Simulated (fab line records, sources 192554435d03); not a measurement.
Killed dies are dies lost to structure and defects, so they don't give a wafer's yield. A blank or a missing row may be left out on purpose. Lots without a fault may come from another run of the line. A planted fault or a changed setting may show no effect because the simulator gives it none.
Which tool did it? | flow n5_finfet | 24 lots, 72 wafers sampled, at 6 steps of a route of 1938

WHAT THE GAUGES READ, wafer by wafer
The record holds no reading of a measuring or inspecting step that can be judged against a usual standard deviation.

WHICH TOOL RAN EACH LOT (tool, then ch and the chambers of the sampled wafers, then the start)
lot  | N5_BEOL_M11_DEGAS_44         | N5_BEOL_M12_ETCH_67                | N5_BEOL_M12_DEGAS_41         | N5_BEOL_M12_SPUTTER_45       | N5_BEOL_M12_ANNEAL_48            | N5_BEOL_M12_DEP_53
L074 | pvd_sputter-01, day 9 15:44  | rie_diel-04 ch 0,1, day 9 19:07    | pvd_sputter-02, day 9 22:55  | pvd_sputter-02, day 9 23:09  | rtp_anneal-01 ch 0, day 9 23:31  | pecvd-01 ch 0,1,2, day 10 00:10
L077 | pvd_sputter-02, day 10 16:21 | rie_diel-03 ch 0,2,3, day 10 19:52 | pvd_sputter-01, day 10 21:13 | pvd_sputter-01, day 10 21:28 | rtp_anneal-01 ch 0, day 10 22:02 | pecvd-01 ch 1,2, day 10 22:43
L078 | pvd_sputter-03, day 11 06:50 | rie_diel-01 ch 0,1,3, day 11 10:45 | pvd_sputter-03, day 11 12:49 | pvd_sputter-03, day 11 13:04 | rtp_anneal-02 ch 0, day 11 13:34 | pecvd-04 ch 0,1,2, day 11 14:14
L075 | pvd_sputter-01, day 11 10:28 | rie_diel-04 ch 1,3, day 11 14:16   | pvd_sputter-01, day 11 16:11 | pvd_sputter-01, day 11 16:25 | rtp_anneal-01 ch 0, day 11 16:46 | pecvd-03 ch 0,2, day 11 17:21
L076 | pvd_sputter-02, day 11 19:00 | rie_diel-04 ch 0,1, day 11 23:11   | pvd_sputter-03, day 12 01:37 | pvd_sputter-03, day 12 01:51 | rtp_anneal-02 ch 0, day 12 02:24 | pecvd-04 ch 0,1, day 12 03:03
L080 | pvd_sputter-02, day 11 21:43 | rie_diel-03 ch 0,2,3, day 12 03:12 | pvd_sputter-01, day 12 06:24 | pvd_sputter-01, day 12 06:38 | rtp_anneal-02 ch 0, day 12 06:55 | pecvd-01 ch 0,1, day 12 07:34
L079 | pvd_sputter-01, day 12 01:13 | rie_diel-04 ch 0,1, day 12 06:47   | pvd_sputter-01, day 12 09:34 | pvd_sputter-01, day 12 09:48 | rtp_anneal-01 ch 0, day 12 10:07 | pecvd-04 ch 0,2, day 12 10:43
L081 | pvd_sputter-02, day 13 01:32 | rie_diel-03 ch 1,2, day 13 05:26   | pvd_sputter-01, day 13 08:40 | pvd_sputter-01, day 13 08:54 | rtp_anneal-02 ch 0, day 13 09:13 | pecvd-03 ch 1,2, day 13 09:49
L083 | pvd_sputter-02, day 13 01:47 | rie_diel-01 ch 0,1,3, day 13 05:52 | pvd_sputter-02, day 13 11:09 | pvd_sputter-02, day 13 11:23 | rtp_anneal-02 ch 0, day 13 11:46 | pecvd-03 ch 0,1, day 13 12:25
L082 | pvd_sputter-01, day 13 01:52 | rie_diel-03 ch 0,3, day 13 06:02   | pvd_sputter-03, day 13 10:58 | pvd_sputter-03, day 13 11:13 | rtp_anneal-01 ch 0, day 13 11:34 | pecvd-01 ch 1,2, day 13 12:07
L084 | pvd_sputter-01, day 13 06:34 | rie_diel-01 ch 2,3, day 13 13:19   | pvd_sputter-01, day 13 14:26 | pvd_sputter-01, day 13 14:40 | rtp_anneal-02 ch 0, day 13 15:00 | pecvd-03 ch 0,2, day 13 15:40
L085 | pvd_sputter-02, day 13 10:57 | rie_diel-01 ch 1,2, day 13 15:12   | pvd_sputter-03, day 13 17:58 | pvd_sputter-03, day 13 18:12 | rtp_anneal-02 ch 0, day 13 19:02 | pecvd-04 ch 0,1, day 13 19:39
L086 | pvd_sputter-02, day 13 17:46 | rie_diel-04 ch 0,3, day 13 22:22   | pvd_sputter-03, day 14 00:52 | pvd_sputter-03, day 14 01:07 | rtp_anneal-01 ch 0, day 14 01:29 | pecvd-01 ch 0,1, day 14 02:06
L087 | pvd_sputter-01, day 14 06:36 | rie_diel-03 ch 0,1,2, day 14 09:50 | pvd_sputter-02, day 14 11:14 | pvd_sputter-02, day 14 11:28 | rtp_anneal-01 ch 0, day 14 11:59 | pecvd-04 ch 0,1, day 14 12:36
L088 | pvd_sputter-01, day 14 07:04 | rie_diel-01 ch 0,1, day 14 11:58   | pvd_sputter-03, day 14 14:36 | pvd_sputter-03, day 14 14:50 | rtp_anneal-02 ch 0, day 14 15:11 | pecvd-03 ch 0,2, day 14 15:45
L089 | pvd_sputter-01, day 14 09:46 | rie_diel-03 ch 0,1,3, day 14 13:38 | pvd_sputter-02, day 14 16:14 | pvd_sputter-02, day 14 16:29 | rtp_anneal-01 ch 0, day 14 16:49 | pecvd-03 ch 0,1, day 14 17:29
L090 | pvd_sputter-01, day 14 23:14 | rie_diel-04 ch 0,1,2, day 15 03:10 | pvd_sputter-02, day 15 07:30 | pvd_sputter-02, day 15 07:44 | rtp_anneal-01 ch 0, day 15 08:02 | pecvd-01 ch 0,1,2, day 15 08:41
L091 | pvd_sputter-02, day 15 07:57 | rie_diel-01 ch 0,2, day 15 11:52   | pvd_sputter-02, day 15 13:48 | pvd_sputter-02, day 15 14:02 | rtp_anneal-02 ch 0, day 15 14:18 | pecvd-04 ch 0,1,2, day 15 14:58
L092 | pvd_sputter-03, day 15 13:34 | rie_diel-04 ch 0,3, day 15 17:11   | pvd_sputter-01, day 15 20:35 | pvd_sputter-01, day 15 20:49 | rtp_anneal-01 ch 0, day 15 21:05 | pecvd-01 ch 1,2, day 15 21:45
L093 | pvd_sputter-02, day 15 13:43 | rie_diel-01 ch 2,3, day 15 17:57   | pvd_sputter-02, day 15 22:01 | pvd_sputter-02, day 15 22:15 | rtp_anneal-01 ch 0, day 15 22:31 | pecvd-03 ch 0,1, day 15 23:10
L094 | pvd_sputter-03, day 15 14:20 | rie_diel-04 ch 0,1,3, day 15 19:46 | pvd_sputter-01, day 15 22:01 | pvd_sputter-01, day 15 22:16 | rtp_anneal-01 ch 0, day 15 22:50 | pecvd-03 ch 0,2, day 15 23:26
L095 | pvd_sputter-02, day 16 01:44 | rie_diel-03 ch 0,1,2, day 16 07:16 | pvd_sputter-01, day 16 09:31 | pvd_sputter-01, day 16 09:46 | rtp_anneal-02 ch 0, day 16 10:04 | pecvd-04 ch 1,2, day 16 10:51
L096 | pvd_sputter-01, day 16 06:12 | rie_diel-01 ch 0,1, day 16 09:56   | pvd_sputter-01, day 16 11:38 | pvd_sputter-01, day 16 11:53 | rtp_anneal-01 ch 0, day 16 12:09 | pecvd-04 ch 1,2, day 16 12:49
L097 | pvd_sputter-01, day 16 09:55 | rie_diel-01 ch 1,2, day 16 14:08   | pvd_sputter-03, day 16 18:13 | pvd_sputter-03, day 16 18:29 | rtp_anneal-02 ch 0, day 16 18:52 | pecvd-01 ch 0,1,2, day 16 19:32
- N5_BEOL_M11_DEGAS_44: time 60 s.
- N5_BEOL_M12_ETCH_67: etches SiARC in CF4, target depth 143 nm, time 238.3 s.
- N5_BEOL_M12_DEGAS_41: time 60 s.
- N5_BEOL_M12_SPUTTER_45: material Cu, target thk 80 nm, time 13.33 s.
- N5_BEOL_M12_ANNEAL_48: time 90 s.
- N5_BEOL_M12_DEP_53: deposits SiCN from 3MS/NH3, target thk 30 nm, time 10.5 s.

WHAT THE TOOLS THEMSELVES READ (means of the sampled wafers that have a number; where no wafer has one, the mark that the record gives instead)
N5_BEOL_M11_DEGAS_44. Usual: heater_power_w 328 W, standard deviation 26.
lot  | tool           | heater_power_w (W) | flag
L074 | pvd_sputter-01 | 303                |
L077 | pvd_sputter-02 | 348                |
L078 | pvd_sputter-03 | 320                |
L075 | pvd_sputter-01 | 343                |
L076 | pvd_sputter-02 | 341                |
L080 | pvd_sputter-02 | 334                |
L079 | pvd_sputter-01 | 315                |
L081 | pvd_sputter-02 | 332                |
L083 | pvd_sputter-02 | 348                |
L082 | pvd_sputter-01 | 301                |
L084 | pvd_sputter-01 | 334                |
L085 | pvd_sputter-02 | 347                |
L086 | pvd_sputter-02 | 341                |
L087 | pvd_sputter-01 | 297                |
L088 | pvd_sputter-01 | 310                |
L089 | pvd_sputter-01 | 311                |
L090 | pvd_sputter-01 | 298                |
L091 | pvd_sputter-02 | 347                |
L092 | pvd_sputter-03 | 342                |
L093 | pvd_sputter-02 | 335                |
L094 | pvd_sputter-03 | 315                |
L095 | pvd_sputter-02 | 336                |
L096 | pvd_sputter-01 | 327                |
L097 | pvd_sputter-01 | 302                |

N5_BEOL_M12_ETCH_67. Usual: drypump_motor_current_A 5.9 A, standard deviation 0.39; etch_rf_on_time_s 239 s, standard deviation 3.8; oes_product_au 0.69 a.u., standard deviation 0.087; rf_vpp_V 184.0 V, standard deviation 1; showerhead_plenum_p_Torr 2.14 Torr, standard deviation 0.051; throttle_valve_pct 15.62 %, standard deviation 0.26.
lot  | tool        | drypump_motor_current_A (A) | etch_rf_on_time_s (s) | oes_product_au (a.u.) | rf_vpp_V (V) | showerhead_plenum_p_Torr (Torr) | throttle_valve_pct (%) | flag
L074 | rie_diel-04 | 5.6                         | 243                   | 0.63                  | 184.2        | 2.18                            | 15.81                  |
L077 | rie_diel-03 | 5.8                         | 241                   | 0.67                  | 182.7        | 2.14                            | 15.60                  |
L078 | rie_diel-01 | 6.4                         | 238                   | 0.67                  | 185.0        | 2.18                            | 15.79                  |
L075 | rie_diel-04 | 5.9                         | 236                   | 0.73                  | 184.9        | 2.14                            | 15.52                  |
L076 | rie_diel-04 | 5.5                         | 242                   | 0.77                  | 183.8        | 2.15                            | 15.44                  |
L080 | rie_diel-03 | 5.8                         | 237                   | 0.75                  | 185.7        | 2.13                            | 15.44                  |
L079 | rie_diel-04 | 5.6                         | 244                   | 0.69                  | 184.2        | 2.18                            | 15.69                  |
L081 | rie_diel-03 | 6.0                         | 242                   | 0.71                  | 184.4        | 2.10                            | 15.65                  |
L083 | rie_diel-01 | 6.4                         | 240                   | 0.66                  | 183.7        | 2.18                            | 15.82                  |
L082 | rie_diel-03 | 5.9                         | 236                   | 0.80                  | 183.6        | 2.13                            | 15.30                  |
L084 | rie_diel-01 | 6.0                         | 240                   | 0.66                  | 185.1        | 2.15                            | 15.69                  |
L085 | rie_diel-01 | 6.2                         | 241                   | 0.61                  | 183.4        | 2.12                            | 15.72                  |
L086 | rie_diel-04 | 5.6                         | 240                   | 0.76                  | 183.8        | 2.10                            | 15.27                  |
L087 | rie_diel-03 | 5.8                         | 239                   | 0.70                  | 183.5        | 2.13                            | 15.56                  |
L088 | rie_diel-01 | 6.6                         | 239                   | 0.62                  | 184.1        | 2.16                            | 15.91                  |
L089 | rie_diel-03 | 5.9                         | 235                   | 0.78                  | 183.3        | 2.12                            | 15.38                  |
L090 | rie_diel-04 | 5.4                         | 238                   | 0.66                  | 184.8        | 2.14                            | 15.75                  |
L091 | rie_diel-01 | 6.1                         | 242                   | 0.63                  | 183.8        | 2.17                            | 15.66                  |
L092 | rie_diel-04 | 5.6                         | 240                   | 0.74                  | 184.4        | 2.10                            | 15.30                  |
L093 | rie_diel-01 | 6.0                         | 240                   | 0.64                  | 183.3        | 2.14                            | 15.73                  |
L094 | rie_diel-04 | 5.7                         | 239                   | 0.69                  | 183.7        | 2.13                            | 15.56                  |
L095 | rie_diel-03 | 5.8                         | 240                   | 0.69                  | 184.2        | 2.12                            | 15.60                  |
L096 | rie_diel-01 | 6.6                         | 238                   | 0.77                  | 183.9        | 2.16                            | 15.61                  |
L097 | rie_diel-01 | 6.4                         | 237                   | 0.74                  | 183.9        | 2.11                            | 15.55                  |

N5_BEOL_M12_DEGAS_41. Usual: heater_power_w 324 W, standard deviation 27.
lot  | tool           | heater_power_w (W) | flag
L074 | pvd_sputter-02 | 351                |
L077 | pvd_sputter-01 | 323                |
L078 | pvd_sputter-03 | 324                |
L075 | pvd_sputter-01 | 330                |
L076 | pvd_sputter-03 | 331                |
L080 | pvd_sputter-01 | 329                |
L079 | pvd_sputter-01 | 318                |
L081 | pvd_sputter-01 | 318                |
L083 | pvd_sputter-02 | 338                |
L082 | pvd_sputter-03 | 304                |
L084 | pvd_sputter-01 | 314                |
L085 | pvd_sputter-03 | 340                |
L086 | pvd_sputter-03 | 333                |
L087 | pvd_sputter-02 | 335                |
L088 | pvd_sputter-03 | 338                |
L089 | pvd_sputter-02 | 341                |
L090 | pvd_sputter-02 | 338                |
L091 | pvd_sputter-02 | 342                |
L092 | pvd_sputter-01 | 299                |
L093 | pvd_sputter-02 | 347                |
L094 | pvd_sputter-01 | 325                |
L095 | pvd_sputter-01 | 310                |
L096 | pvd_sputter-01 | 318                |
L097 | pvd_sputter-03 | 316                |

N5_BEOL_M12_SPUTTER_45. Usual: throttle_valve_pct 29.7 %, standard deviation 1.
lot  | tool           | throttle_valve_pct (%) | flag
L074 | pvd_sputter-02 | 28.8                   |
L077 | pvd_sputter-01 | 29.5                   |
L078 | pvd_sputter-03 | 29.7                   |
L075 | pvd_sputter-01 | 30.1                   |
L076 | pvd_sputter-03 | 29.4                   |
L080 | pvd_sputter-01 | 30.3                   |
L079 | pvd_sputter-01 | 29.6                   |
L081 | pvd_sputter-01 | 29.9                   |
L083 | pvd_sputter-02 | 30.0                   |
L082 | pvd_sputter-03 | 29.1                   |
L084 | pvd_sputter-01 | 30.7                   |
L085 | pvd_sputter-03 | 28.9                   |
L086 | pvd_sputter-03 | 28.3                   |
L087 | pvd_sputter-02 | 29.0                   |
L088 | pvd_sputter-03 | 29.4                   |
L089 | pvd_sputter-02 | 29.6                   |
L090 | pvd_sputter-02 | 29.1                   |
L091 | pvd_sputter-02 | 29.3                   |
L092 | pvd_sputter-01 | 30.0                   |
L093 | pvd_sputter-02 | 29.5                   |
L094 | pvd_sputter-01 | 30.8                   |
L095 | pvd_sputter-01 | 30.0                   |
L096 | pvd_sputter-01 | 30.0                   |
L097 | pvd_sputter-03 | 30.2                   |

N5_BEOL_M12_ANNEAL_48. Usual: wafer_temp_C_max 226.1, standard deviation 0.34.
lot  | tool          | wafer_temp_C_max | flag
L074 | rtp_anneal-01 | 226.3            |
L077 | rtp_anneal-01 | 226.2            |
L078 | rtp_anneal-02 | 226.0            |
L075 | rtp_anneal-01 | 226.5            |
L076 | rtp_anneal-02 | 225.6            |
L080 | rtp_anneal-02 | 225.9            |
L079 | rtp_anneal-01 | 226.5            |
L081 | rtp_anneal-02 | 225.9            |
L083 | rtp_anneal-02 | 226.2            |
L082 | rtp_anneal-01 | 226.3            |
L084 | rtp_anneal-02 | 225.8            |
L085 | rtp_anneal-02 | 226.0            |
L086 | rtp_anneal-01 | 226.2            |
L087 | rtp_anneal-01 | 226.4            |
L088 | rtp_anneal-02 | 226.0            |
L089 | rtp_anneal-01 | 226.5            |
L090 | rtp_anneal-01 | 225.9            |
L091 | rtp_anneal-02 | 225.6            |
L092 | rtp_anneal-01 | 226.2            |
L093 | rtp_anneal-01 | 226.4            |
L094 | rtp_anneal-01 | 226.0            |
L095 | rtp_anneal-02 | 225.9            |
L096 | rtp_anneal-01 | 226.2            |
L097 | rtp_anneal-02 | 225.7            |

N5_BEOL_M12_DEP_53. Usual: chamber_pressure_Torr 3.000 Torr, standard deviation 0.0066; showerhead_plenum_p_Torr 4.155 Torr, standard deviation 0.014; throttle_valve_pct 17.8 %, standard deviation 0.63.
lot  | tool     | chamber_pressure_Torr (Torr) | showerhead_plenum_p_Torr (Torr) | throttle_valve_pct (%) | flag
L074 | pecvd-01 | 3.003                        | 4.167                           | 17.8                   |
L077 | pecvd-01 | 3.004                        | 4.161                           | 18.0                   |
L078 | pecvd-04 | 2.995                        | 4.151                           | 17.7                   |
L075 | pecvd-03 | 3.002                        | 4.140                           | 17.6                   |
L076 | pecvd-04 | 2.991                        | 4.145                           | 18.2                   |
L080 | pecvd-01 | 2.999                        | 4.160                           | 18.2                   |
L079 | pecvd-04 | 2.991                        | 4.158                           | 17.0                   |
L081 | pecvd-03 | 2.999                        | 4.133                           | 17.2                   |
L083 | pecvd-03 | 2.997                        | 4.155                           | 17.4                   |
L082 | pecvd-01 | 2.999                        | 4.175                           | 17.9                   |
L084 | pecvd-03 | 3.010                        | 4.141                           | 17.7                   |
L085 | pecvd-04 | 3.005                        | 4.143                           | 18.4                   |
L086 | pecvd-01 | 3.003                        | 4.163                           | 18.1                   |
L087 | pecvd-04 | 3.006                        | 4.144                           | 18.8                   |
L088 | pecvd-03 | 2.996                        | 4.137                           | 17.5                   |
L089 | pecvd-03 | 3.001                        | 4.154                           | 17.5                   |
L090 | pecvd-01 | 3.000                        | 4.165                           | 18.0                   |
L091 | pecvd-04 | 3.004                        | 4.154                           | 18.0                   |
L092 | pecvd-01 | 3.009                        | 4.161                           | 18.1                   |
L093 | pecvd-03 | 3.000                        | 4.148                           | 17.6                   |
L094 | pecvd-03 | 2.998                        | 4.138                           | 17.4                   |
L095 | pecvd-04 | 2.998                        | 4.158                           | 17.8                   |
L096 | pecvd-04 | 3.003                        | 4.158                           | 17.9                   |
L097 | pecvd-01 | 3.001                        | 4.166                           | 18.1                   |

THE ANSWER, worked out from the rows above alone
Rule: a lot is off if the mean of its wafers that have a number lies more than 3 standard deviations from the usual mean. A lot without any number at a reading at which 4 lots or more have one is off too. The other lots that the step has rows for count as sound. The gauges are gone through in route order, then the tools' own readings, and for those a lot's mean is taken as printed above. The first step at which some lot is off is used, and at that step the reading that is off furthest; a lot without a number counts as furthest.
No lot is off at any reading shown: from this, nothing can be told.

WHAT THE SIMULATOR HAD PUT IN
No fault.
